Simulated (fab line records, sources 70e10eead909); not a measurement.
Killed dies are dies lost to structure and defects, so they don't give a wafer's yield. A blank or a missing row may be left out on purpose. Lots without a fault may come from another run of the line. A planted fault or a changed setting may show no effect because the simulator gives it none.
Which tool did it? | flow nand_harc | 12 lots, 36 wafers sampled, at 6 steps of a route of 1302

WHAT THE GAUGES READ, wafer by wafer
NHARC_P_ZERO_WELL_CD_MEAS_37: target cd 720 nm. Usual: cd_nm 719.7 nm, standard deviation 2.1.
lot  | measured     | on        | cd_nm (nm)        | flag
L625 | day 2 00:07  | cd_sem-01 | 718.5 721.2 719.2 |
L626 | day 2 10:15  | cd_sem-02 | 716.2 720.8 718.4 |
L628 | day 3 05:59  | cd_sem-02 | 718.9 718.1 718.8 |
L629 | day 3 16:12  | cd_sem-03 | 721.1 719.2 722.0 |
L630 | day 4 02:15  | cd_sem-02 | 721.4 719.4 718.1 |
L632 | day 4 22:16  | cd_sem-02 | 717.9 717.8 718.4 |
L635 | day 6 04:36  | cd_sem-03 | 718.8 717.6 722.0 |
L636 | day 6 14:13  | cd_sem-03 | 722.6 721.9 719.3 |
L638 | day 7 10:19  | cd_sem-02 | 763.4 765.7 768.5 | OFF
L646 | day 10 18:01 | cd_sem-03 | 721.3 721.9 719.3 |
L647 | day 11 04:25 | cd_sem-02 | 718.9 718.2 719.2 |
L648 | day 11 14:02 | cd_sem-03 | 716.0 721.0 720.0 |

NHARC_P_STI_CD_MEAS_16. Usual: cd_nm 198.1 nm, standard deviation 2.4.
lot  | measured     | on        | cd_nm (nm)        | flag
L625 | day 2 22:35  | cd_sem-03 | 197.0 193.3 199.0 |
L626 | day 3 09:38  | cd_sem-02 | 198.7 197.7 198.5 |
L628 | day 4 01:34  | cd_sem-01 | 195.3 197.4 197.7 |
L629 | day 4 12:16  | cd_sem-01 | 198.3 196.4 195.3 |
L630 | day 4 22:40  | cd_sem-01 | 203.9 197.6 201.9 |
L632 | day 5 19:11  | cd_sem-03 | 194.9 193.3 195.3 |
L635 | day 7 05:53  | cd_sem-01 | 199.1 196.9 200.1 |
L636 | day 7 13:38  | cd_sem-01 | 200.6 198.0 198.2 |
L638 | day 8 06:07  | cd_sem-02 | 198.9 199.7 200.8 |
L646 | day 11 13:11 | cd_sem-02 | 198.3 196.3 196.7 |
L647 | day 12 00:52 | cd_sem-02 | 198.0 198.0 198.3 |
L648 | day 12 09:46 | cd_sem-03 | 198.1 197.8 201.4 |

NHARC_END_SORT_01. Usual: killed_at_array 57, standard deviation 18; killed_at_other 0.8, standard deviation 1; killed_at_periphery 3.9, standard deviation 2.8; killed_dies 62, standard deviation 18; killed_open 3.4, standard deviation 1.8; killed_short 2.2, standard deviation 1.6.
lot  | measured     | on        | killed_at_array | killed_at_other | killed_at_periphery | killed_dies | killed_open | killed_short | flag
L638 | day 29 15:46 | prober-02 | 41              | 0               | 3                   | 44          | 3           | 2            |

WHICH TOOL RAN EACH LOT (tool, then ch and the chambers of the sampled wafers, then the start)
lot  | NHARC_P_ZERO_WELL_ETCH_63        | NHARC_P_ZERO_WELL_EXPOSE_34       | NHARC_P_STI_DESCUM_14
L625 | rie_si-02 ch 0,1,3, day 1 21:35  | krf_scanner-01 ch 0, day 1 23:58  | rie_diel-01 ch 0,2, day 2 22:10
L626 | rie_si-05 ch 1,2, day 2 07:41    | krf_scanner-04 ch 0, day 2 10:06  | rie_diel-01 ch 0,3, day 3 09:11
L628 | rie_si-02 ch 0,2,3, day 3 03:41  | krf_scanner-01 ch 0, day 3 05:50  | rie_diel-01 ch 0,1,3, day 4 01:08
L629 | rie_si-02 ch 0,2,3, day 3 13:38  | krf_scanner-03 ch 0, day 3 16:03  | rie_diel-09 ch 0,1,2, day 4 11:51
L630 | rie_si-05 ch 0,2, day 3 23:43    | krf_scanner-04 ch 0, day 4 02:06  | rie_diel-11 ch 2,3, day 4 22:14
L632 | rie_si-05 ch 1,2,3, day 4 19:41  | krf_scanner-01 ch 0, day 4 22:07  | rie_diel-11 ch 0,3, day 5 18:44
L635 | rie_si-05 ch 0,2, day 6 01:32    | krf_scanner-01 ch 0, day 6 04:27  | rie_diel-11 ch 0,1,3, day 7 05:27
L636 | rie_si-02 ch 0,1,2, day 6 11:40  | krf_scanner-04 ch 0, day 6 14:04  | rie_diel-01 ch 1,2,3, day 7 13:12
L638 | rie_si-02 ch 0,1,3, day 7 07:41  | krf_scanner-04 ch 0, day 7 10:09  | rie_diel-09 ch 0,2,3, day 8 05:42
L646 | rie_si-02 ch 0,1,3, day 10 15:34 | krf_scanner-04 ch 0, day 10 17:52 | rie_diel-09 ch 0,2,3, day 11 12:46
L647 | rie_si-04 ch 1,2,3, day 11 01:51 | krf_scanner-01 ch 0, day 11 04:15 | rie_diel-01 ch 0,3, day 12 00:26
L648 | rie_si-04 ch 0,1, day 11 11:35   | krf_scanner-04 ch 0, day 11 13:53 | rie_diel-01 ch 2,3, day 12 09:19
- NHARC_P_ZERO_WELL_ETCH_63: etches the open film in HBr/Cl2, target depth 120 nm, time 40.1 s.
- NHARC_P_ZERO_WELL_EXPOSE_34: exposes mask P PWELL, target cd 720 nm.
- NHARC_P_STI_DESCUM_14: chemistry O2, time 3 s.

WHAT THE TOOLS THEMSELVES READ (means of the sampled wafers that have a number; where no wafer has one, the mark that the record gives instead)
NHARC_P_ZERO_WELL_ETCH_63. Usual: drypump_motor_current_A 5.7 A, standard deviation 0.52; oes_product_au 1.003 a.u., standard deviation 0.0095; throttle_valve_pct 26.406 %, standard deviation 0.009.
lot  | tool      | drypump_motor_current_A (A) | oes_product_au (a.u.) | throttle_valve_pct (%) | flag
L625 | rie_si-02 | 5.9                         | 1.001                 | 26.400                 |
L626 | rie_si-05 | 5.4                         | 1.002                 | 26.397                 |
L628 | rie_si-02 | 5.9                         | 0.997                 | 26.405                 |
L629 | rie_si-02 | 5.9                         | 0.995                 | 26.407                 |
L630 | rie_si-05 | 5.1                         | 1.005                 | 26.409                 |
L632 | rie_si-05 | 5.7                         | 0.999                 | 26.399                 |
L635 | rie_si-05 | 5.1                         | 1.009                 | 26.406                 |
L636 | rie_si-02 | 5.8                         | 1.003                 | 26.406                 |
L638 | rie_si-02 | 5.9                         | 1.007                 | 26.422                 |
L646 | rie_si-02 | 5.9                         | 1.000                 | 26.408                 |
L647 | rie_si-04 | 5.8                         | 0.998                 | 26.398                 |
L648 | rie_si-04 | 6.1                         | 0.991                 | 26.403                 |

NHARC_P_ZERO_WELL_EXPOSE_34. Usual: exposure_dose_mJ_cm2 22.315, standard deviation 0.021.
lot  | tool           | exposure_dose_mJ_cm2 | flag
L625 | krf_scanner-01 | 22.286               |
L626 | krf_scanner-04 | 22.296               |
L628 | krf_scanner-01 | 22.318               |
L629 | krf_scanner-03 | 22.314               |
L630 | krf_scanner-04 | 22.322               |
L632 | krf_scanner-01 | 22.319               |
L635 | krf_scanner-01 | 22.297               |
L636 | krf_scanner-04 | 22.305               |
L638 | krf_scanner-04 | 22.298               |
L646 | krf_scanner-04 | 22.314               |
L647 | krf_scanner-01 | 22.321               |
L648 | krf_scanner-04 | 22.333               |

NHARC_P_STI_DESCUM_14. Usual: drypump_motor_current_A 5.6 A, standard deviation 0.57; oes_product_au 1.001 a.u., standard deviation 0.011; rf_vpp_V 57.7 V, standard deviation 0.93; showerhead_plenum_p_Torr 1.90 Torr, standard deviation 0.089; throttle_valve_pct 11.312 %, standard deviation 0.0091.
lot  | tool        | drypump_motor_current_A (A) | oes_product_au (a.u.) | rf_vpp_V (V) | showerhead_plenum_p_Torr (Torr) | throttle_valve_pct (%) | flag
L625 | rie_diel-01 | 4.9                         | 0.999                 | 58.0         | 1.98                            | 11.315                 |
L626 | rie_diel-01 | 5.3                         | 0.995                 | 57.1         | 1.82                            | 11.316                 |
L628 | rie_diel-01 | 5.8                         | 0.999                 | 57.5         | 1.84                            | 11.308                 |
L629 | rie_diel-09 | 6.2                         | 0.988                 | 57.5         | 1.89                            | 11.313                 |
L630 | rie_diel-11 | 5.7                         | 0.999                 | 57.4         | 1.87                            | 11.320                 |
L632 | rie_diel-11 | 5.3                         | 0.998                 | 57.8         | 1.91                            | 11.307                 |
L635 | rie_diel-11 | 5.4                         | 1.013                 | 58.0         | 1.93                            | 11.313                 |
L636 | rie_diel-01 | 5.7                         | 1.001                 | 58.3         | 1.93                            | 11.313                 |
L638 | rie_diel-09 | 6.0                         | 0.997                 | 57.8         | 1.84                            | 11.307                 |
L646 | rie_diel-09 | 6.0                         | 1.007                 | 57.4         | 1.84                            | 11.316                 |
L647 | rie_diel-01 | 5.4                         | 1.003                 | 57.3         | 1.82                            | 11.310                 |
L648 | rie_diel-01 | 5.2                         | 0.998                 | 57.7         | 1.99                            | 11.306                 |

THE ANSWER, worked out from the rows above alone
Rule: a lot is off if the mean of its wafers that have a number lies more than 3 standard deviations from the usual mean. A lot without any number at a reading at which 4 lots or more have one is off too. The other lots that the step has rows for count as sound. The gauges are gone through in route order, then the tools' own readings, and for those a lot's mean is taken as printed above. The first step at which some lot is off is used, and at that step the reading that is off furthest; a lot without a number counts as furthest.
Off: L638, at NHARC_P_ZERO_WELL_CD_MEAS_37 (cd_nm).
A tool fits if, at a process step before that reading, it ran every lot that is off, and no sound lot after the first of them. The gauges at NHARC_P_ZERO_WELL_CD_MEAS_37 are tried like those tools. None of those tried fits.

WHAT THE SIMULATOR HAD PUT IN
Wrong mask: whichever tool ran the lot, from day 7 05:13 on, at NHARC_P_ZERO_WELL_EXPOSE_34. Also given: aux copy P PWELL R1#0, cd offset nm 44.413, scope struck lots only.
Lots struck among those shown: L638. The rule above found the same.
